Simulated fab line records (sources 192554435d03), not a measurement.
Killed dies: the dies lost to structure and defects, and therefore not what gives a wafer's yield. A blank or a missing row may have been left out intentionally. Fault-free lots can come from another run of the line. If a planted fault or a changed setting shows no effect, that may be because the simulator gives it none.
Struck lot and sound lot, side by side    flow n5-finfet    28 out of 1938 route steps
Sound: these wafers, L821.3, L821.4, L821.5. Struck: wafer L830.3 (L830.4, L830.6, from the same lot, were not struck and are left out); the cause is given at the end.
At each step with rows: each side's tool, then ch and its chambers, then its first start. Under that, the readings that differ: sound wafers    struck wafers    difference of the means    sigmas: that difference in standard deviations of wafers without a fault.
alike: readings whose means differ by less than 2 such deviations, and words and numbers that are the same on both sides. not compared: withheld readings, readings that some wafer has no value for, bounds like >300 that may hide the same value, and numbers for which the record gives no deviation and whose values overlap.
Wherever a step has rows on one side only, a row that says differs or no value, or a row with sigmas, the two part there. Numbers that have no deviation but don't overlap get no sigmas and don't part them. Lack of a reading on every wafer of one side parts them only where that side has two or more wafers.

first, 9 steps without rows for these wafers: N5_BEOL_M0_SAQP_EXPOSE_37 (exposes mask M0 CUT1, target cd 30 nm); N5_BEOL_M0_SAQP_PEB_38 (peb time 60 s); N5_BEOL_M0_SAQP_DEVELOP_39 (develop time 30 s); N5_BEOL_M0_SAQP_DESCUM_45 (chemistry O2, time 7 s); N5_BEOL_M0_SAQP_ETCH_88 (etches underlayer in N2/H2, target depth 6.5 nm, time 5.2 s); N5_BEOL_M0_SAQP_ETCH_73 (etches SiARC in CF4, target depth 19.5 nm, time 32.5 s); N5_BEOL_M0_SAQP_CUT_ETCH_46 (etches SOC in N2/H2, target depth 135 nm, overetch 27 nm, time 202.5 s); N5_BEOL_M0_SAQP_STRIP_74 (strips in N2/H2); N5_BEOL_M0_SAQP_STRIP_89 (strips in N2/H2).
N5_BEOL_M0_SAQP_ALD_48: deposits SiO2, target thk 20 nm, pulse time 1 s, co reactant pulse time 1 s.
  sound on ald-sin-02 ch 0,1, day 6 19:21; struck on ald-sin-02 ch 1, day 11 07:12
reading                                        sound        struck  difference  sigmas
ald-cycles                                     139 139 139  264     +125        
model.SiO2_of_BEOL_M0_SAQP_ALD_48.thk-nm (nm)  20 20 20     38      +18         
  alike: heater-power-outer-w, heater-power-w, precursor-pulse-height-rel, susceptor-temp-C
then, 14 steps without rows for these wafers: N5_BEOL_M0_SAQP_ETCH_49 (etches SiO2 in CF4/O2, target depth 37 nm); N5_BEOL_M0_SAQP_STRIP_75 (strips in CF4); N5_BEOL_M0_CUTY_COAT_50 (time 60 s, resist thk 15 nm); N5_BEOL_M0_CUTY_COAT_51 (resist thk 150 nm); N5_BEOL_M0_CUTY_EBR_52; N5_BEOL_M0_CUTY_SOFTBAKE_53 (time 60 s); N5_BEOL_M0_CUTY_EXPOSE_54 (exposes mask M0 ABLK); N5_BEOL_M0_CUTY_PEB_55 (peb time 60 s); N5_BEOL_M0_CUTY_DEVELOP_56 (develop time 30 s); N5_BEOL_M0_CUTY_DESCUM_61 (chemistry O2, time 7.9 s); N5_BEOL_M0_CUTY_ETCH_62 (etches SiARC in CF4, time 58.5 s); N5_BEOL_M0_CUTY_ETCH_63 (etches SOC in N2/H2, target depth 82.7 nm, overetch 16.5 nm, time 124 s); N5_BEOL_M0_CUTY_STRIP_64 (strips in N2/H2); N5_BEOL_M0_ETCH_138 (etches SiCN in CH3F/O2, target depth 12 nm, time 31.6 s).
N5_BEOL_M0_HM_OPEN_105: chemistry Cl2/BCl3, target TiN, target depth 12 nm.
  sound on rie-metal-01 ch 1, day 6 21:26; struck on rie-metal-01 ch 1, day 11 08:47
reading                                        sound           struck  difference  sigmas
model.SiO2_of_BEOL_M0_SAQP_ALD_48.thk-nm (nm)  11.4 10.6 11.2  22      +11         
  alike: drypump-motor-current-A, oes-product-au, throttle-valve-pct
  not compared: rf-hours-counter-h
then, 1 step without rows for these wafers: N5_BEOL_M0_STRIP_140 (strips in CF4).
N5_BEOL_M4_RC_MEAS_101:
  sound on prober-01 ch 0, day 8 22:28; struck on prober-02 ch 0, day 12 21:37
  alike: DIBL_N, DIBL_P, IOFF_N, IOFF_P, ION_N, ION_P, SS_N, SS_P, VT_N, VT_P
-- here the record skips 5 days between the struck wafers' starts before and after, leaving off in module BEOL_M4 and picking up in module PASSIVATION (first step shown: number 1936 of the route) --
N5_PASSIVATION_PROBE_49:
  only the struck wafers here have rows in the record (prober-02, day 18 02:34); the sound ones have none

== WHERE THEY PART ==
N5_PASSIVATION_PROBE_49 only, going by this record.

WHY: what had been put in by the simulator
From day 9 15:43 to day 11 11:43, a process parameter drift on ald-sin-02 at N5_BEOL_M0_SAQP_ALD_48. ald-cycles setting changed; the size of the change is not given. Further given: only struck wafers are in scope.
